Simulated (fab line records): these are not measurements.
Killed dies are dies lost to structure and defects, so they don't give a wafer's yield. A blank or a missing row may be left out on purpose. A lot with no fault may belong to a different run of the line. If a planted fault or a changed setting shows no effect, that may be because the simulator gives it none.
Which tool did it? ; flow nand_harc ; Sampling: 12 lots, 36 wafers, 5 of 1302 route steps

## WHAT THE GAUGES SHOWED, per wafer
NHARC_P_GATE_INSPECT_28.
lot;measured;on;raw_defect_count
L750;day 5 11:14;defect_inspect-02;5 1 10
L752;day 6 12:38;defect_inspect-01;5 5 4
L754;day 6 23:44;defect_inspect-02;4 3 4
L755;day 7 19:33;defect_inspect-01;5 4 2
L757;day 8 10:09;defect_inspect-01;13 4 8
L758;day 9 03:02;defect_inspect-02;7 5 6
L760;day 9 14:19;defect_inspect-01;18 6 5
L764;day 11 07:07;defect_inspect-01;12 6 4
L765;day 12 09:14;defect_inspect-02;7 4 4
L770;day 14 01:34;defect_inspect-02;3 5 6
L771;day 14 06:57;defect_inspect-01;11 9 4
L772;day 14 07:34;defect_inspect-01;2 8 7

NHARC_P_GATE_CD_MEAS_46: the cd target is 720 nm.
lot;measured;on;cd_nm (nm)
L750;day 5 23:08;cd_sem-01;718.4 717.9 718.1
L752;day 7 00:25;cd_sem-01;719.1 717.1 718.4
L754;day 7 11:38;cd_sem-01;722.1 718.4 720.7
L755;day 8 07:20;cd_sem-01;719.6 718.6 720.7
L757;day 8 21:58;cd_sem-01;719.2 721.5 722.6
L758;day 9 14:56;cd_sem-01;719.5 716.8 720.2
L760;day 10 02:10;cd_sem-03;708.9 707.7 711.4 708.5 707.7 711.1
L764;day 11 18:59;cd_sem-03;722.9 719.0 722.8
L765;day 12 21:13;cd_sem-02;718.0 719.3 721.8
L770;day 14 13:26;cd_sem-02;716.9 719.8 720.4
L771;day 14 18:47;cd_sem-02;722.0 719.7 723.3
L772;day 14 19:29;cd_sem-02;717.2 720.6 720.3

## EACH LOT AND THE TOOL THAT RAN IT (in order: tool; ch and the chambers of the sampled wafers; start)
lot;NHARC_P_GATE_HM_DEP_102;NHARC_P_GATE_ETCH_32;NHARC_P_GATE_EXPOSE_43
L750;acl_dep-02 ch 0, day 5 09:47;rie_si-04 ch 0,1,2, day 5 11:50;krf_scanner-03 ch 0, day 5 22:59
L752;acl_dep-02 ch 0, day 6 11:24;rie_si-01 ch 0,2,3, day 6 13:10;krf_scanner-04 ch 0, day 7 00:16
L754;acl_dep-01 ch 0, day 6 22:16;rie_si-06 ch 0,3, day 7 00:16;krf_scanner-03 ch 0, day 7 11:29
L755;acl_dep-02 ch 0, day 7 18:19;rie_si-01 ch 1,2,3, day 7 20:07;krf_scanner-02 ch 0, day 8 07:11
L757;acl_dep-03 ch 0, day 8 08:44;rie_si-04 ch 1,2,3, day 8 10:41;krf_scanner-04 ch 0, day 8 21:48
L758;acl_dep-02 ch 0, day 9 01:34;rie_si-04 ch 0,2,3, day 9 03:35;krf_scanner-02 ch 0, day 9 14:46
L760;acl_dep-02 ch 0, day 9 12:52;rie_si-06 ch 0,2, day 9 14:51;krf_scanner-03 ch 0, day 10 02:01
L764;acl_dep-01 ch 0, day 11 05:32;rie_si-06 ch 0,1,3, day 11 07:39;krf_scanner-04 ch 0, day 11 18:50
L765;acl_dep-02 ch 0, day 12 07:44;rie_si-06 ch 0,2, day 12 09:46;krf_scanner-03 ch 0, day 12 21:04
L770;acl_dep-03 ch 0, day 14 00:13;rie_si-01 ch 0,1,3, day 14 02:05;krf_scanner-03 ch 0, day 14 13:17
L771;acl_dep-02 ch 0, day 14 05:27;rie_si-01 ch 0,1,2, day 14 07:29;krf_scanner-03 ch 0, day 14 18:38
L772;acl_dep-02 ch 0, day 14 06:25;rie_si-04 ch 0,1,2, day 14 08:08;krf_scanner-02 ch 0, day 14 19:20
- NHARC_P_GATE_HM_DEP_102: deposits aC, target thk 120 nm.
- NHARC_P_GATE_ETCH_32: etches the open film in HBr/Cl2, target depth 150 nm, time 100.1 s.
- NHARC_P_GATE_EXPOSE_43: exposes mask P NSD, target cd 720 nm.

## WHAT THE TOOLS THEMSELVES READ (means of the sampled wafers that have a number; where no wafer has one, the mark that the record gives instead)
NHARC_P_GATE_HM_DEP_102.
lot;tool;throttle_valve_pct (%)
L750;acl_dep-02;34.993
L752;acl_dep-02;35.003
L754;acl_dep-01;34.993
L755;acl_dep-02;35.000
L757;acl_dep-03;35.001
L758;acl_dep-02;34.997
L760;acl_dep-02;35.001
L764;acl_dep-01;35.007
L765;acl_dep-02;35.004
L770;acl_dep-03;34.999
L771;acl_dep-02;34.999
L772;acl_dep-02;35.009

NHARC_P_GATE_ETCH_32.
lot;tool;drypump_motor_current_A (A);hbr_flow_sccm (sccm);oes_product_au (a.u.);throttle_valve_pct (%)
L750;rie_si-04;5.6;150.4;0.995;26.404
L752;rie_si-01;5.7;150.2;1.001;26.404
L754;rie_si-06;5.2;150.1;1.000;26.410
L755;rie_si-01;5.8;150.1;1.002;26.405
L757;rie_si-04;5.0;150.5;1.008;26.403
L758;rie_si-04;5.6;150.4;0.999;26.402
L760;rie_si-06;5.5;150.2;1.011;26.410
L764;rie_si-06;5.3;149.6;1.006;26.403
L765;rie_si-06;5.4;150.2;1.015;26.407
L770;rie_si-01;5.6;150.1;1.013;26.406
L771;rie_si-01;6.1;150.4;0.999;26.403
L772;rie_si-04;5.6;150.3;0.990;26.405

## THE ANSWER, worked out from the rows above alone
Rule: usual is defined by the lots themselves. The widest of any qualifying gaps counts: lots, ordered by their means at a reading, are off when they make up no more than a third of the lots, leave a main group of 4 or more, and stand apart from it by 3 or more times the standard deviation of that group's means. A main group is skipped when, at the precision printed for the reading in the tables above, its means are all equal. A lot without any number at a reading at which 4 lots or more have one is off too. Where the step has rows for the other lots, those lots are counted as sound. After the gauges, taken in route order, come the tools' own readings; for these a lot's mean is taken, as printed above. At the first step where some lot is off, the reading lying furthest off is the one used; lots without a number count as furthest.
Off, at NHARC_P_GATE_CD_MEAS_46 on cd_nm: L760. Main group: mean 719.8 nm, sd 1.2.
If a tool, at a process step before that reading, ran all the lots that are off and no sound lot after the first of them, it fits. Those tools and the gauges at NHARC_P_GATE_CD_MEAS_46 are tried in the same way. None of those tried fits.

## WHAT THE SIMULATOR HAD INSERTED
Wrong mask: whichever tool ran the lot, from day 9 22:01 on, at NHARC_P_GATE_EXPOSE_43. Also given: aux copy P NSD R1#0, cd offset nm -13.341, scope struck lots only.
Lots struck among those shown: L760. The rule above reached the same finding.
